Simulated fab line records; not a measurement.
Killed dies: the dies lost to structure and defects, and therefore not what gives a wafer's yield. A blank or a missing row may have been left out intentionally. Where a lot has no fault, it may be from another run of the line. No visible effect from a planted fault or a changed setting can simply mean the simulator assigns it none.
Matching of chambers | flow n5Finfet | 4 sister chambers for N5_HKMG_FIN_DESCUM_17 on rieDiel-02
The step chemistry O2, time 7.9 s. 4 wafers are shown with their chamber, then 10 later ones without.

== WAFERS WITH THEIR CHAMBER ==
wafer  | chamber | drypumpMotorCurrentA (A)
L086.3 | 1       | 5.7
L087.4 | 2       | 5.1
L089.2 | 0       | 6.2
L089.3 | 3       | 5.3

== WAFERS WHOSE CHAMBER IS MISSING ==
wafer  | drypumpMotorCurrentA (A)
L089.6 | 5.1
L090.1 | 5.1
L090.2 | 5.3
L090.6 | 5.1
L095.1 | 5.3
L095.2 | 5.1
L095.4 | 5.8
L096.1 | 5.1
L096.3 | 5.3
L096.5 | 5.1

== THE CHAMBER EACH PASSED THROUGH ==
wafer  | from the rows above | in truth
L089.6 | 2                   | 2
L090.1 | 2                   | 2
L090.2 | 3                   | 3
L090.6 | 2                   | 2
L095.1 | 3                   | 3
L095.2 | 2                   | 2
L095.4 | 1                   | 1
L096.1 | 2                   | 2
L096.3 | 3                   | 3
L096.5 | 2                   | 2
Correct placement for 10 of the 10. Left unplaced by these rows: 0. Number placed wrongly: 0.
How it was worked out, from the rows above alone: a wafer's distance from a chamber is the root of the sum, over the readings, of the square of ((its reading less the chamber's mean) divided by the reading's scatter). The wafer belongs to the nearest chamber; if the next one is less than 2 further off, it can't be placed. For every chamber, the mean is computed from those of its wafers that are shown. The scatter: with one shown wafer a chamber, the root of the mean of the squares of how far each hidden wafer lies from its nearest shown one.
